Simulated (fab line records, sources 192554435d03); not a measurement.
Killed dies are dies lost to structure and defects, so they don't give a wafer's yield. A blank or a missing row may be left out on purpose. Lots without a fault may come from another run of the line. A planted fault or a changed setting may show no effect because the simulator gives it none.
fab line records | flow n5_finfet
record lots=7 wafers=21
route steps=1938 shown BEOL_M15@1800 PASSIVATION@1930
start_h: hours from the record's first day to the start of the lot's first wafer shown | wait_h: hours since the lot's step before | " the same as in the row above | L1.1+2: a row that stands for several wafers | - no value, or no start given | * or withheld: withheld | < > ~ a bound
route shown NAME@n: a module of which the file shows steps, and the number in the route of the first | usual: mean/standard deviation of fault-free wafers | same: alike in all rows | chamber/n: place in a boat | sites: the reading at each site | _std_site: their standard deviation | _edge_site: outer sites' mean less inner sites' | radius_mm: how far each site lies from the wafer's centre | mask NAME#n: copy n | behind: the tool/chamber that last shaped the wafer | hold: why the lot was held/for how many hours/how that ended | device: the transistor (n, p or np) that didn't switch | end of line: the same wafers' tests at the end of the route | a step without rows: its recipe alone | killed: dies lost to structure and defects at the first sort, not the wafer's yield | map: a wafer's dies, x killed, . not, _ none there
set.NAME: the setting as run; set.NAME@STEP: as run at that earlier step | model.NAME: the simulator's own value behind a step, which no gauge read
lots whose settings were changed on purpose; a table a step, a row a wafer
## steps
# step N5_BEOL_M15_EXPOSE_25
# recipe mask_id=M15 na=0.8 source_shape=annular sigma_inner=0.5 sigma_outer=0.8 polarization=unpolarized target_cd_nm=400 dose_mj=35.5
# columns lot.wafer tool chamber start_h wait_h mask set.dose_mj
L074.2+6 krf_scanner-02 0 249.65 - M15#0 35.5
L074.3 " 0 " " M15#0 37.57
L075.1+4+6 krf_scanner-02 0 262.18 - M15#0 35.5
L086.3 krf_scanner-02 0 319.84 - M15#0 35.5
L086.5+6 " 0 " " M15#0 33.64
L088.2+3+6 krf_scanner-01 0 328.64 - M15#0 35.5
L089.1+6 krf_scanner-01 0 344.55 - M15#0 33.94
L089.4 " 0 " " M15#0 35.5
L096.1+2+6 krf_scanner-01 0 381.54 - M15#0 35.5
L095.1 krf_scanner-02 0 387.22 - M15#0 35.5
L095.3+4 " 0 " " M15#0 33.11
# step N5_BEOL_M15_PEB_26
# recipe peb_temp_c=130 peb_time_s=90
# step N5_BEOL_M15_DEVELOP_27
# recipe develop_time_s=45 rinse_liquid=diw dry=air_spin dev_temp_c=21
# step N5_BEOL_M15_HARDBAKE_32
# recipe temp_c=130 time_s=120
# step N5_BEOL_M15_CD_MEAS_28
# recipe target_cd_nm=407.6 landing_energy_ev=500 detector=se_inlens
# usual cd_nm=407.5/2.1
# columns lot.wafer tool chamber start_h wait_h set.dose_mj@BEOL_M15_EXPOSE_25 cd_nm
L074.2 cd_sem-01 0 249.82 - 35.5 407.7
L074.3 " 0 " " 37.57 418.5
L074.6 " 0 " " 35.5 407.1
L075.1 cd_sem-03 0 262.35 - 35.5 405.4
L075.4 " 0 " " 35.5 405.1
L075.6 " 0 " " 35.5 406.3
L086.3 cd_sem-01 0 320.01 - 35.5 408.4
L086.5 " 0 " " 33.64 400.1
L086.6 " 0 " " 33.64 400.6
L088.2 cd_sem-03 0 328.81 - 35.5 409.1
L088.3 " 0 " " 35.5 404.6
L088.6 " 0 " " 35.5 406.6
L089.1 cd_sem-02 0 344.72 - 33.94 398.3
L089.4 " 0 " " 35.5 407.0
L089.6 " 0 " " 33.94 399.7
L096.1 cd_sem-01 0 381.71 - 35.5 406.7
L096.2 " 0 " " 35.5 408.6
L096.6 " 0 " " 35.5 405.8
L095.1 cd_sem-02 0 387.39 - 35.5 406.2
L095.3 " 0 " " 33.11 394.1
L095.4 " 0 " " 33.11 396.1
# step N5_BEOL_M15_DESCUM_33
# recipe chemistry=O2 time_s=7.9 source_power_w=50 bias_power_w=20 pressure_mtorr=20 rf_frequency_hz=2.712e+07 temp_c=40 o2_flow_sccm=225
# columns lot.wafer tool chamber start_h wait_h set.dose_mj@BEOL_M15_EXPOSE_25 model.BEOL_M15.cd_nm
L074.2 rie_diel-05 1 249.91 0.0 35.5 407.6
L074.3 " 3 " " 37.57 418.2
L074.6 " 2 " " 35.5 407.4
L075.1 rie_diel-02 1 263.06 0.7 35.5 405.6
L075.4 " 3 " " 35.5 405.2
L075.6 " 2 " " 35.5 406.2
L086.3 rie_diel-04 1 320.09 0.0 35.5 408
L086.5 " 1 " " 33.64 399.8
L086.6 " 2 " " 33.64 400.6
L088.2 rie_diel-02 3 328.91 0.0 35.5 409
L088.3 " 1 " " 35.5 404.6
L088.6 " 3 " " 35.5 406.8
L089.1 rie_diel-02 3 344.87 0.1 33.94 398.2
L089.4 " 1 " " 35.5 407.4
L089.6 " 0 " " 33.94 400
L096.1 rie_diel-04 3 381.80 0.0 35.5 407
L096.2 " 2 " " 35.5 408.8
L096.6 " 3 " " 35.5 405.8
L095.1 rie_diel-04 1 387.48 0.0 35.5 405.8
L095.3 " 0 " " 33.11 394
L095.4 " 3 " " 33.11 396
# step N5_BEOL_M15_ETCH_61
# recipe chemistry=N2/H2 target=BARC target_depth_a=890 overetch_a=267 time_s=67.9 ion_energy_ev=200 pressure_mtorr=30 source_w=840 bias_w=150 n2_flow_sccm=200 h2_flow_sccm=200
# columns lot.wafer tool chamber start_h wait_h set.dose_mj@BEOL_M15_EXPOSE_25 model.BEOL_M15.cd_nm
L074.2 rie_diel-05 1 249.94 0.0 35.5 400.8
L074.3 " 3 " " 37.57 410.6
L074.6 " 2 " " 35.5 400.4
L075.1 rie_diel-02 1 263.09 0.0 35.5 397
L075.4 " 3 " " 35.5 397.6
L075.6 " 2 " " 35.5 398.6
L086.3 rie_diel-04 1 320.13 0.0 35.5 401
L086.5 " 1 " " 33.64 392.4
L086.6 " 2 " " 33.64 393.6
L088.2 rie_diel-02 3 328.94 0.0 35.5 401.6
L088.3 " 1 " " 35.5 395.2
L088.6 " 3 " " 35.5 399
L089.1 rie_diel-02 3 344.91 0.0 33.94 390.8
L089.4 " 1 " " 35.5 398.8
L089.6 " 0 " " 33.94 393
L096.1 rie_diel-04 3 381.84 0.0 35.5 398.6
L096.2 " 2 " " 35.5 401.4
L096.6 " 3 " " 35.5 398.2
L095.1 rie_diel-04 1 387.51 0.0 35.5 398.6
L095.3 " 0 " " 33.11 386.4
L095.4 " 3 " " 33.11 388.2
# step N5_BEOL_M15_TRENCH_ETCH_34
# recipe chemistry=C4F8/O2/Ar target=SiO2 target_depth_a=8729.3 he_inner_torr=15 he_outer_torr=30 time_s=199 ion_energy_ev=800 pressure_mtorr=20 source_w=1905 bias_w=2040 Ar_flow_sccm=400 C4F8_flow_sccm=16 O2_flow_sccm=12
# usual rf_vpp_V=2202/27
# columns lot.wafer tool chamber start_h wait_h set.bias_w set.time_s@BEOL_M15_ILD_DEP_00 set.dose_mj@BEOL_M15_EXPOSE_25 rf_vpp_V model.etch.depth_nm model.BEOL_M15.cd_nm
L074.2 rie_diel-05 1 249.99 0.0 2040 346.1 35.5 2161 872.1 401.8
L074.3 " 3 " " 2040 346.1 37.57 2228 851.7 410.8
L074.6 " 2 " " 2040 346.1 35.5 2171 870.2 400.8
L075.1 rie_diel-02 1 263.14 0.0 2040 346.1 35.5 2228 867.6 397
L075.4 " 3 " " 2040 346.1 35.5 2208 867.9 398
L075.6 " 2 " " 2040 346.1 35.5 2184 853.6 398.2
L086.3 rie_diel-04 1 320.18 0.0 2040 317.7 35.5 2221 879 400.2
L086.5 " 1 " " 2040 317.7 33.64 2222 874 391.6
L086.6 " 2 " " 2347 346.1 33.64 2455 938.2 394.2
L088.2 rie_diel-02 3 328.99 0.0 1839 346.1 35.5 2050 826.9 401.8
L088.3 " 1 " " 2040 346.1 35.5 2224 866.1 394.8
L088.6 " 3 " " 1839 346.1 35.5 2050 830.2 398.8
L089.1 rie_diel-02 3 344.96 0.0 2040 346.1 33.94 2207 853.6 390.8
L089.4 " 1 " " 2040 346.1 35.5 2225 868.5 398.4
L089.6 " 0 " " 2389 378.9 33.94 2476 946.2 393.4
L096.1 rie_diel-04 3 381.89 0.0 2040 320.8 35.5 2166 861.8 398.6
L096.2 " 2 " " 2195 346.1 35.5 2347 905.1 402.2
L096.6 " 3 " " 2040 320.8 35.5 2167 858.9 398.2
L095.1 rie_diel-04 1 387.56 0.0 2040 346.1 35.5 2220 884.1 397.8
L095.3 " 0 " " 2040 346.1 33.11 2233 869.7 386.4
L095.4 " 3 " " 2040 346.1 33.11 2167 863.5 387.8
# step N5_BEOL_M15_STRIP_36
# recipe chemistry=O2 power_w=600 temp_c=60 pressure_mtorr=30 rf_frequency_hz=6e+07 bias_power_w=0 overash_fraction=0.3 o2_flow_sccm=225
# step N5_BEOL_M15_STRIP_62
# recipe chemistry=O2 power_w=600 temp_c=60 pressure_mtorr=30 rf_frequency_hz=6e+07 bias_power_w=0 overash_fraction=0.3 o2_flow_sccm=225
# step N5_BEOL_M15_STRIP_37
# recipe chemistry=O2 power_w=600 temp_c=60 pressure_mtorr=30 rf_frequency_hz=6e+07 bias_power_w=0 overash_fraction=0.3 o2_flow_sccm=225
# step N5_BEOL_M15_ETCH_38
# recipe chemistry=CF4/N2 target=SiCN target_depth_a=1064 taper_deg=2 time_s=120.5 ion_energy_ev=150 mask_material=SiO2 pressure_mtorr=40 source_w=430 bias_w=70 Ar_flow_sccm=100 cf4_flow_sccm=60 n2_flow_sccm=60
# columns lot.wafer tool chamber start_h wait_h set.bias_w@BEOL_M15_TRENCH_ETCH_34 model.SiO2_of_BEOL_M15_ILD_DEP_00.thk_nm
L074.2 rie_diel-04 3 - - 2040 1558
L074.3 " 2 " " 2040 1544
L074.6 " 0 " " 2040 1573
L075.1 rie_diel-02 2 - - 2040 1555
L075.4 " 3 " " 2040 1574
L075.6 " 0 " " 2040 1573
L086.3 rie_diel-05 0 - - 2040 1371
L086.5 " 3 " " 2040 1386
L086.6 " 2 " " 2347 1598
L088.2 rie_diel-04 0 - - 1839 1550
L088.3 " 3 " " 2040 1595
L088.6 " 1 " " 1839 1609
L089.1 rie_diel-05 2 - - 2040 1565
L089.4 " 0 " " 2040 1561
L089.6 " 1 " " 2389 1730
L096.1 rie_diel-02 3 - - 2040 1416
L096.2 " 0 " " 2195 1527
L096.6 " 2 " " 2040 1457
L095.1 rie_diel-02 1 - - 2040 1611
L095.3 " 2 " " 2040 1567
L095.4 " 3 " " 2040 1585
# step N5_BEOL_M15_PRECLEAN_39
# recipe chemistry=residue_remover time_s=60 temp_c=40
# step N5_BEOL_M15_SRD_40
# recipe time_s=30 temp_c=23 rinse_liquid=diw dry=n2_spin spin_rpm=1500 dry_time_s=30
# step N5_BEOL_M15_ECD_47
# recipe material=Cu target_thk_a=18600
# step N5_BEOL_M15_ANNEAL_48
# recipe temp_c=225 time_s=90 ambient=N2
# step N5_BEOL_M15_CMP_49
# recipe stop_on=SiO2 t_overpolish_s=4.9 down_force_psi=2 platen_rpm=80 clearing_platen_down_force_psi=2 clearing_platen_rpm=80 post_cmp_clean=cu_alkaline target_thk_nm=850 clearing_platen_pad_velocity_m_s=1.5917 pad_velocity_m_s=1.5917
# columns lot.wafer tool chamber start_h wait_h set.time_s@BEOL_M15_ILD_DEP_00 set.bias_w@BEOL_M15_TRENCH_ETCH_34 model.Cu_of_BEOL_M15_ECD_47.thk_nm
L074.3 cmp-04 0 254.38 0.2 346.1 2040 830
L074.2 " 1 " " 346.1 2040 849.6
L074.6 " 1 " " 346.1 2040 847.2
L075.1 cmp-03 3 267.06 0.3 346.1 2040 844.4
L075.4 " 1 " " 346.1 2040 844.2
L075.6 " 0 " " 346.1 2040 831.4
L086.3 cmp-03 3 322.08 0.2 317.7 2040 855.2
L086.6 " 3 " " 346.1 2347 914.6
L086.5 " 0 " " 317.7 2040 850.6
L088.2 cmp-03 0 334.64 0.2 346.1 1839 803.2
L088.3 " 1 " " 346.1 2040 841.4
L088.6 " 1 " " 346.1 1839 807.2
L089.4 cmp-03 3 350.64 0.2 346.1 2040 844.8
L089.1 " 1 " " 346.1 2040 828.8
L089.6 " 3 " " 378.9 2389 923.6
L096.1 cmp-04 2 383.85 0.3 320.8 2040 838.4
L096.2 " 3 " " 346.1 2195 880.6
L096.6 " 0 " " 320.8 2040 834
L095.1 cmp-01 3 389.20 0.3 346.1 2040 862.8
L095.3 " 0 " " 346.1 2040 849.6
L095.4 " 2 " " 346.1 2040 842
# step N5_BEOL_M15_THK_MEAS_50
# recipe thk_meas_gauge=xrf reads=Cu_of_BEOL_M15_ECD_47
# usual M15_THK=845/19
# columns lot.wafer tool chamber start_h wait_h set.time_s@BEOL_M15_ILD_DEP_00 set.bias_w@BEOL_M15_TRENCH_ETCH_34 M15_THK[nm]
L074.2 film_metro-01 - 254.68 - 346.1 2040 853
L074.3 " - " " 346.1 2040 829
L074.6 " - " " 346.1 2040 848
L075.1 film_metro-01 - 267.35 - 346.1 2040 851
L075.4 " - " " 346.1 2040 850
L075.6 " - " " 346.1 2040 836
L086.3 film_metro-01 - 322.38 - 317.7 2040 857
L086.5 " - " " 317.7 2040 853
L086.6 " - " " 346.1 2347 921
L088.2 film_metro-02 - 334.93 - 346.1 1839 802
L088.3 " - " " 346.1 2040 837
L088.6 " - " " 346.1 1839 799
L089.1 film_metro-01 - 350.90 - 346.1 2040 836
L089.4 " - " " 346.1 2040 854
L089.6 " - " " 378.9 2389 937
L096.1 film_metro-01 - 384.06 - 320.8 2040 833
L096.2 " - " " 346.1 2195 877
L096.6 " - " " 320.8 2040 827
L095.1 film_metro-01 - 389.50 - 346.1 2040 861
L095.3 " - " " 346.1 2040 845
L095.4 " - " " 346.1 2040 837
# step N5_BEOL_M15_PRE_CLEAN_52
# recipe gas=NH3 time_s=15 temp_c=withheld rf_power_w=300
# step N5_BEOL_M15_DEP_53
# recipe material=SiCN target_thk_a=500 temp_c=withheld precursor=3MS/NH3 pressure_torr=3 rf_w=675 time_s=17.8
# step N5_BEOL_M15_RS_MEAS_54
# recipe thk_meas_gauge=four-point-probe reads=Cu_of_BEOL_M15_ECD_47+Ta_of_BEOL_M15_SPUTTER_44+TaN_of_BEOL_M15_SPUTTER_43
# usual M15_RS=0.0217/0.00045
# columns lot.wafer tool chamber start_h wait_h set.time_s@BEOL_M15_ILD_DEP_00 set.bias_w@BEOL_M15_TRENCH_ETCH_34 M15_RS[ohm/sq]
L074.2 film_metro-01 - 254.82 0.1 346.1 2040 0.0215
L074.3 " - " " 346.1 2040 0.0221
L074.6 " - " " 346.1 2040 0.0216
L075.1 film_metro-01 - 267.48 0.0 346.1 2040 0.0217
L075.4 " - " " 346.1 2040 0.0217
L075.6 " - " " 346.1 2040 0.0220
L086.3 film_metro-01 - 322.50 0.1 317.7 2040 0.0214
L086.5 " - " " 317.7 2040 0.0215
L086.6 " - " " 346.1 2347 0.0200
L088.2 film_metro-01 - 335.06 0.1 346.1 1839 0.0228
L088.3 " - " " 346.1 2040 0.0217
L088.6 " - " " 346.1 1839 0.0227
L089.1 film_metro-01 - 351.03 0.0 346.1 2040 0.0221
L089.4 " - " " 346.1 2040 0.0217
L089.6 " - " " 378.9 2389 0.0198
L096.1 film_metro-01 - 384.19 0.0 320.8 2040 0.0218
L096.2 " - " " 346.1 2195 0.0208
L096.6 " - " " 320.8 2040 0.0220
L095.1 film_metro-02 - 389.63 0.0 346.1 2040 0.0212
L095.3 " - " " 346.1 2040 0.0215
L095.4 " - " " 346.1 2040 0.0217
# step N5_PASSIVATION_ETCH_54
# recipe chemistry=CHF3/O2 target=SiO2 target_depth_a=8800 CHF3_flow_sccm=50 O2_flow_sccm=5 Ar_flow_sccm=200 time_s=440 mask_material=PR pressure_mtorr=30 source_w=650 bias_w=170 ion_energy_ev=200
# usual rf_vpp_V=522/8.1
# columns lot.wafer tool chamber start_h wait_h set.bias_w rf_vpp_V
L074.2 rie_diel-06 0 267.77 0.1 170 535
L074.3 " 1 " " 170 526
L074.6 " 0 " " 145.2 470
L075.1 rie_diel-03 0 284.01 0.1 170 530
L075.4 " 1 " " 170 514
L075.6 " 2 " " 170 519
L086.3 rie_diel-06 0 336.23 0.1 170 535
L086.5 " 1 " " 170 526
L086.6 " 2 " " 170 527
L088.2 rie_diel-06 1 344.52 0.1 179.4 549
L088.3 " 0 " " 179.4 557
L088.6 " 3 " " 170 513
L089.1 rie_diel-03 3 363.65 0.1 193.6 566
L089.4 " 2 " " 193.6 575
L089.6 " 2 " " 193.6 577
L096.1 rie_diel-06 1 396.89 0.1 191.6 579
L096.2 " 0 " " 170 535
L096.6 " 0 " " 170 534
L095.1 rie_diel-06 0 403.49 0.1 149.3 481
L095.3 " 2 " " 149.3 473
L095.4 " 1 " " 170 526
## key
split step=N5_BEOL_M15_EXPOSE_25 setting=dose_mj stated=35.5 by=wafer
response step=N5_BEOL_M15_CD_MEAS_28 reading=cd_nm change=+1.71 per=1% r=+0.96
response step=N5_BEOL_M15_DESCUM_33 reading=model.BEOL_M15.cd_nm change=+1.68 per=1% r=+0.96
response step=N5_BEOL_M15_ETCH_61 reading=model.BEOL_M15.cd_nm change=+1.64 per=1% r=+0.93
response step=N5_BEOL_M15_TRENCH_ETCH_34 reading=model.BEOL_M15.cd_nm change=+1.53 per=1% r=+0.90
split step=N5_BEOL_M15_TRENCH_ETCH_34 setting=bias_w stated=2040 by=wafer
response step=N5_BEOL_M15_TRENCH_ETCH_34 reading=rf_vpp_V change=+16.4 per=1% r=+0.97
response step=N5_BEOL_M15_TRENCH_ETCH_34 reading=model.etch.depth_nm change=+4.59 per=1% r=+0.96
response step=N5_BEOL_M15_ETCH_38 reading=model.SiO2_of_BEOL_M15_ILD_DEP_00.thk_nm change=+10.4 per=1% r=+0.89
response step=N5_BEOL_M15_CMP_49 reading=model.Cu_of_BEOL_M15_ECD_47.thk_nm change=+4.61 per=1% r=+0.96
response step=N5_BEOL_M15_THK_MEAS_50 reading=M15_THK change=+4.88 per=1% r=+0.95
response step=N5_BEOL_M15_RS_MEAS_54 reading=M15_RS change=-0.000113 per=1% r=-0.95
split step=N5_PASSIVATION_ETCH_54 setting=bias_w stated=170 by=wafer
response step=N5_PASSIVATION_ETCH_54 reading=rf_vpp_V change=+4.1 per=1% r=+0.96
split outside_this_file step=N5_BEOL_M15_ILD_DEP_00 setting=time_s
# split outside_this_file: this setting was split too, and the file shows its column; the key of that split is in another file
